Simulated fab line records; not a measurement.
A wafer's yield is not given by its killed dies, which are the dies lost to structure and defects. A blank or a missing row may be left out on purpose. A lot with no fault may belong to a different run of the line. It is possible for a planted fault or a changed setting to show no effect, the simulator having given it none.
Which of the tools did it? | flow n5_finfet | 24 lots, 72 wafers sampled, at 5 steps of a route of 1938

## WHAT THE GAUGES SHOWED, per wafer
N5_FIN_SAQP_CD_MEAS_27: the cd target is 20 nm.
lot  | measured    | on        | cd_nm (nm)
L074 | day 2 00:57 | cd_sem-03 | 19.87 20.21 20.19
L075 | day 2 08:00 | cd_sem-02 | 20.15 20.54 20.14
L076 | day 2 14:29 | cd_sem-02 | 20.17 20.14 20.14
L077 | day 2 18:35 | cd_sem-03 | 20.56 20.03 20.12
L078 | day 2 23:53 | cd_sem-03 | 20.35 20.77 20.80
L079 | day 3 06:41 | cd_sem-03 | 20.92 20.36 20.45
L080 | day 3 13:55 | cd_sem-01 | 20.13 19.85 20.04
L081 | day 3 20:01 | cd_sem-02 | 20.21 20.23 19.83
L082 | day 3 23:38 | cd_sem-03 | 20.26 20.24 20.11
L083 | day 4 06:25 | cd_sem-02 | 20.23 20.92 20.20
L084 | day 4 11:53 | cd_sem-02 | 20.19 19.95 20.79
L085 | day 4 19:02 | cd_sem-02 | 20.49 20.29 20.50
L086 | day 5 01:37 | cd_sem-03 | 20.05 20.58 19.67
L087 | day 5 09:11 | cd_sem-02 | 19.92 20.38 20.08
L088 | day 5 13:14 | cd_sem-02 | 19.75 20.19 20.43
L089 | day 5 19:16 | cd_sem-01 | 20.04 20.28 20.69
L090 | day 6 00:58 | cd_sem-03 | 20.73 20.03 20.40
L091 | day 6 06:49 | cd_sem-02 | 20.08 20.56 20.31
L092 | day 6 12:40 | cd_sem-02 | 20.37 20.24 20.86
L093 | day 6 18:56 | cd_sem-03 | 20.43 20.60 20.54
L094 | day 6 23:59 | cd_sem-03 | 20.43 20.37 20.17
L095 | day 7 05:40 | cd_sem-03 | 20.40 20.08 20.51
L096 | day 7 12:01 | cd_sem-01 | 20.47 20.36 19.97
L097 | day 7 17:35 | cd_sem-02 | 20.74 19.97 20.39

N5_FIN_SAQP_CD_MEAS_31: the cd target is 8 nm.
lot  | measured    | on        | cd_nm (nm)
L074 | day 2 02:48 | cd_sem-01 | 8.16 7.83 7.56
L075 | day 2 09:41 | cd_sem-02 | 8.19 7.87 8.18
L076 | day 2 16:03 | cd_sem-03 | 8.05 7.85 8.37
L077 | day 2 20:45 | cd_sem-03 | 7.91 7.95 8.31
L078 | day 3 02:38 | cd_sem-02 | 8.31 7.94 7.82
L079 | day 3 09:05 | cd_sem-03 | 8.02 7.94 8.34
L080 | day 3 15:27 | cd_sem-03 | 8.33 7.85 8.20
L081 | day 3 21:42 | cd_sem-02 | 8.01 7.97 7.99
L082 | day 4 01:19 | cd_sem-01 | 8.33 8.06 8.15
L083 | day 4 08:19 | cd_sem-02 | 8.28 8.02 8.04
L084 | day 4 13:39 | cd_sem-02 | 8.40 8.13 7.56
L085 | day 4 22:07 | cd_sem-02 | 7.71 7.72 7.89
L086 | day 5 06:03 | cd_sem-03 | 8.34 8.09 8.00
L087 | day 5 10:45 | cd_sem-01 | 8.46 7.72 7.84
L088 | day 5 14:58 | cd_sem-02 | 8.42 7.78 7.97
L089 | day 5 21:00 | cd_sem-03 | 8.20 7.98 8.16
L090 | day 6 02:36 | cd_sem-03 | 8.12 7.94 7.96
L091 | day 6 08:22 | cd_sem-01 | 8.55 7.51 8.50
L092 | day 6 14:13 | cd_sem-02 | 7.84 8.26 7.60
L093 | day 6 20:29 | cd_sem-03 | 7.77 7.98 8.30
L094 | day 7 01:53 | cd_sem-01 | 8.25 7.72 8.16
L095 | day 7 07:23 | cd_sem-02 | 7.81 8.28 8.32
L096 | day 7 13:47 | cd_sem-03 | 8.19 8.29 8.36
L097 | day 7 19:10 | cd_sem-03 | 8.06 8.04 8.19

## WHICH TOOL RAN EACH LOT (tool, then ch and the chambers of the sampled wafers, then the start)
lot  | N5_FIN_SAQP_PECVD_06           | N5_FIN_SAQP_DESCUM_21             | N5_FIN_SAQP_RECESS_71
L074 | pecvd-02 ch 1,2, day 1 21:49   | rie_diel-04 ch 0,1, day 1 22:42   | vapor_etch-01 ch 0,1, day 2 02:05
L075 | pecvd-02 ch 0,1, day 2 03:55   | rie_diel-05 ch 1,2, day 2 04:36   | vapor_etch-01 ch 0,1, day 2 08:53
L076 | pecvd-02 ch 0,1,2, day 2 10:50 | rie_diel-05 ch 0,2,3, day 2 11:42 | vapor_etch-01 ch 0,1, day 2 15:22
L077 | pecvd-04 ch 0,2, day 2 15:22   | rie_diel-03 ch 0,1,3, day 2 16:04 | vapor_etch-01 ch 0,1, day 2 20:05
L078 | pecvd-01 ch 0,1, day 2 21:10   | rie_diel-05 ch 1,2, day 2 21:50   | vapor_etch-01 ch 0,1, day 3 00:47
L079 | pecvd-04 ch 0,1, day 3 03:05   | rie_diel-03 ch 2,3, day 3 03:45   | vapor_etch-01 ch 0,1, day 3 07:59
L080 | pecvd-01 ch 0,1, day 3 09:04   | rie_diel-05 ch 1,2,3, day 3 10:20 | vapor_etch-02 ch 0,1, day 3 14:47
L081 | pecvd-04 ch 0,2, day 3 17:14   | rie_diel-05 ch 0,2,3, day 3 18:01 | vapor_etch-01 ch 1, day 3 21:02
L082 | pecvd-01 ch 1,2, day 3 20:52   | rie_diel-04 ch 0,3, day 3 21:34   | vapor_etch-01 ch 0, day 4 00:32
L083 | pecvd-04 ch 0,2, day 4 03:40   | rie_diel-03 ch 1,2, day 4 04:20   | vapor_etch-02 ch 0,1, day 4 07:28
L084 | pecvd-04 ch 0,1,2, day 4 09:08 | rie_diel-05 ch 2,3, day 4 09:48   | vapor_etch-02 ch 0,1, day 4 12:59
L085 | pecvd-02 ch 0,1, day 4 15:57   | rie_diel-03 ch 0,1,3, day 4 16:29 | vapor_etch-02 ch 0,1, day 4 19:55
L086 | pecvd-02 ch 0,1,2, day 4 22:10 | rie_diel-04 ch 1,2, day 4 22:43   | vapor_etch-02 ch 0,1, day 5 02:40
L087 | pecvd-04 ch 1,2, day 5 06:00   | rie_diel-04 ch 1,2, day 5 06:40   | vapor_etch-02 ch 0,1, day 5 10:05
L088 | pecvd-04 ch 0,1,2, day 5 10:23 | rie_diel-05 ch 0,2, day 5 11:05   | vapor_etch-02 ch 0,1, day 5 14:10
L089 | pecvd-02 ch 0,1, day 5 16:19   | rie_diel-04 ch 0,1,3, day 5 17:04 | vapor_etch-02 ch 0,1, day 5 20:20
L090 | pecvd-02 ch 0,2, day 5 22:01   | rie_diel-03 ch 0,1, day 5 22:41   | vapor_etch-02 ch 0,1, day 6 01:56
L091 | pecvd-04 ch 0,1,2, day 6 03:20 | rie_diel-04 ch 1,2,3, day 6 04:14 | vapor_etch-02 ch 0,1, day 6 07:43
L092 | pecvd-04 ch 0,1, day 6 09:40   | rie_diel-05 ch 0,1,3, day 6 10:18 | vapor_etch-02 ch 0,1, day 6 13:33
L093 | pecvd-04 ch 1,2, day 6 15:03   | rie_diel-03 ch 1,2,3, day 6 15:44 | vapor_etch-02 ch 0,1, day 6 19:49
L094 | pecvd-01 ch 0,1,2, day 6 20:59 | rie_diel-03 ch 0,2,3, day 6 21:42 | vapor_etch-01 ch 0,1, day 7 01:08
L095 | pecvd-04 ch 1,2, day 7 02:59   | rie_diel-04 ch 0,1, day 7 03:40   | vapor_etch-01 ch 0,1, day 7 06:32
L096 | pecvd-04 ch 1,2, day 7 09:20   | rie_diel-03 ch 0,3, day 7 10:01   | vapor_etch-01 ch 0,1, day 7 13:07
L097 | pecvd-04 ch 0,2, day 7 14:44   | rie_diel-05 ch 0,3, day 7 15:25   | vapor_etch-02 ch 0,1, day 7 18:29
- N5_FIN_SAQP_PECVD_06: deposits a-Si from SiH4/He, target thk 60 nm, time 48.1 s.
- N5_FIN_SAQP_DESCUM_21: chemistry O2, time 7.9 s.
- N5_FIN_SAQP_RECESS_71: chemistry HF/NH3, target SiO2, target depth 3 nm, afs cycles 1, sublimation time 60 s.

## AS READ BY THE TOOLS THEMSELVES (means over the sampled wafers that have a number; for cases with no such wafer, the mark the record gives instead)
N5_FIN_SAQP_PECVD_06.
lot  | tool     | chamber_pressure_Torr (Torr) | heater_power_w (W) | showerhead_plenum_p_Torr (Torr) | throttle_valve_pct (%)
L074 | pecvd-02 | 2.999                        | 782                | 5.69                            | 19.0
L075 | pecvd-02 | 3.007                        | 797                | 5.68                            | 19.2
L076 | pecvd-02 | 3.005                        | 754                | 5.67                            | 18.8
L077 | pecvd-04 | 3.000                        | 862                | 5.66                            | 17.9
L078 | pecvd-01 | 3.000                        | 838                | 5.66                            | 17.9
L079 | pecvd-04 | 3.000                        | 832                | 5.65                            | 19.4
L080 | pecvd-01 | 2.994                        | 783                | 5.65                            | 17.9
L081 | pecvd-04 | 2.997                        | 845                | 5.65                            | 18.3
L082 | pecvd-01 | 3.002                        | 759                | 5.63                            | 17.2
L083 | pecvd-04 | 3.002                        | 859                | 5.66                            | 18.5
L084 | pecvd-04 | 3.000                        | 814                | 5.65                            | 18.7
L085 | pecvd-02 | 3.002                        | 841                | 5.67                            | 19.0
L086 | pecvd-02 | 2.998                        | 775                | 5.68                            | 18.7
L087 | pecvd-04 | 2.999                        | 766                | 5.66                            | 18.1
L088 | pecvd-04 | 2.999                        | 818                | 5.66                            | 18.6
L089 | pecvd-02 | 2.999                        | 874                | 5.67                            | 19.2
L090 | pecvd-02 | 3.006                        | 722                | 5.68                            | 18.1
L091 | pecvd-04 | 3.001                        | 797                | 5.65                            | 18.6
L092 | pecvd-04 | 3.001                        | 811                | 5.65                            | 19.2
L093 | pecvd-04 | 2.994                        | 798                | 5.68                            | 19.0
L094 | pecvd-01 | 2.996                        | 822                | 5.64                            | 17.7
L095 | pecvd-04 | 2.998                        | 824                | 5.67                            | 18.8
L096 | pecvd-04 | 3.001                        | 797                | 5.67                            | 18.1
L097 | pecvd-04 | 3.000                        | 872                | 5.67                            | 17.8

N5_FIN_SAQP_DESCUM_21.
lot  | tool        | drypump_motor_current_A (A) | oes_product_au (a.u.) | rf_vpp_V (V) | showerhead_plenum_p_Torr (Torr) | temp_c (C) | throttle_valve_pct (%)
L074 | rie_diel-04 | 5.9                         | 0.70                  | 242.4        | 2.04                            | 40.00      | 20.8
L075 | rie_diel-05 | 5.4                         | 0.80                  | 241.7        | 2.05                            | 40.00      | 20.2
L076 | rie_diel-05 | 5.5                         | 0.85                  | 243.7        | 2.11                            | 40.00      | 20.1
L077 | rie_diel-03 | 5.7                         | 0.73                  | 243.7        | 2.08                            | 40.02      | 20.6
L078 | rie_diel-05 | 5.6                         | 0.74                  | 242.2        | 2.06                            | 40.00      | 20.5
L079 | rie_diel-03 | 6.4                         | 0.82                  | 241.9        | 2.07                            | 39.99      | 20.4
L080 | rie_diel-05 | 5.5                         | 0.76                  | 243.4        | 2.09                            | 40.07      | 20.4
L081 | rie_diel-05 | 5.4                         | 0.83                  | 242.8        | 2.11                            | 40.03      | 20.1
L082 | rie_diel-04 | 5.8                         | 0.72                  | 243.7        | 2.13                            | 39.92      | 20.8
L083 | rie_diel-03 | 6.1                         | 0.86                  | 243.1        | 2.07                            | 40.01      | 20.3
L084 | rie_diel-05 | 5.5                         | 0.76                  | 244.0        | 2.13                            | 39.98      | 20.3
L085 | rie_diel-03 | 5.7                         | 0.80                  | 243.3        | 2.08                            | 39.97      | 20.4
L086 | rie_diel-04 | 6.1                         | 0.79                  | 242.5        | 2.09                            | 40.01      | 20.5
L087 | rie_diel-04 | 6.1                         | 0.77                  | 242.7        | 2.09                            | 39.89      | 20.5
L088 | rie_diel-05 | 5.4                         | 0.86                  | 242.9        | 2.08                            | 40.01      | 19.8
L089 | rie_diel-04 | 6.0                         | 0.78                  | 243.1        | 2.15                            | 39.99      | 20.7
L090 | rie_diel-03 | 5.3                         | 0.79                  | 242.8        | 2.07                            | 39.91      | 20.4
L091 | rie_diel-04 | 6.1                         | 0.77                  | 242.9        | 2.13                            | 39.97      | 20.6
L092 | rie_diel-05 | 5.6                         | 0.85                  | 243.0        | 2.11                            | 39.94      | 20.2
L093 | rie_diel-03 | 6.0                         | 0.77                  | 242.7        | 2.07                            | 40.04      | 20.4
L094 | rie_diel-03 | 6.2                         | 0.83                  | 242.6        | 2.05                            | 40.10      | 20.3
L095 | rie_diel-04 | 6.2                         | 0.92                  | 244.2        | 2.18                            | 39.98      | 20.6
L096 | rie_diel-03 | 6.0                         | 0.83                  | 242.4        | 2.05                            | 39.93      | 20.4
L097 | rie_diel-05 | 5.5                         | 0.82                  | 244.1        | 2.12                            | 39.98      | 20.0

N5_FIN_SAQP_RECESS_71.
lot  | tool          | drypump_motor_current_A (A) | temp_c (C)
L074 | vapor_etch-01 | 5.83                        | 30.03
L075 | vapor_etch-01 | 5.78                        | 29.99
L076 | vapor_etch-01 | 5.79                        | 30.03
L077 | vapor_etch-01 | 5.79                        | 30.00
L078 | vapor_etch-01 | 5.87                        | 30.06
L079 | vapor_etch-01 | 5.87                        | 29.84
L080 | vapor_etch-02 | 6.11                        | 29.95
L081 | vapor_etch-01 | 5.97                        | 30.02
L082 | vapor_etch-01 | 5.72                        | 29.99
L083 | vapor_etch-02 | 6.04                        | 30.01
L084 | vapor_etch-02 | 6.05                        | 29.98
L085 | vapor_etch-02 | 6.14                        | 29.97
L086 | vapor_etch-02 | 6.13                        | 29.97
L087 | vapor_etch-02 | 6.06                        | 30.06
L088 | vapor_etch-02 | 6.04                        | 30.04
L089 | vapor_etch-02 | 6.04                        | 29.97
L090 | vapor_etch-02 | 6.06                        | 30.03
L091 | vapor_etch-02 | 6.03                        | 30.09
L092 | vapor_etch-02 | 6.06                        | 30.11
L093 | vapor_etch-02 | 6.12                        | 30.04
L094 | vapor_etch-01 | 5.79                        | 29.98
L095 | vapor_etch-01 | 5.79                        | 29.96
L096 | vapor_etch-01 | 5.86                        | 30.03
L097 | vapor_etch-02 | 6.10                        | 30.07

## THE ANSWER, worked out from the rows above alone
Rule: the usual values come from the lots themselves. Put in order of their means at a reading, lots are off if they are a third of the lots or fewer, leave a main group of 4 or more, and stand apart from it by a gap of 3 or more times the standard deviation of the main group's means; of several such gaps the widest counts. The tables above print the reading to a certain number of digits; a main group whose means all agree to those digits is not used. A lot without any number at a reading at which 4 lots or more have one is off too. The other lots that the step has rows for count as sound. After the gauges, taken in route order, come the tools' own readings; for these a lot's mean is taken, as printed above. At the first step where some lot is off, the reading lying furthest off is the one used; lots without a number count as furthest.
Nothing can be told from this: no lot is off at any reading shown.

## WHAT THE SIMULATOR HAD INSERTED
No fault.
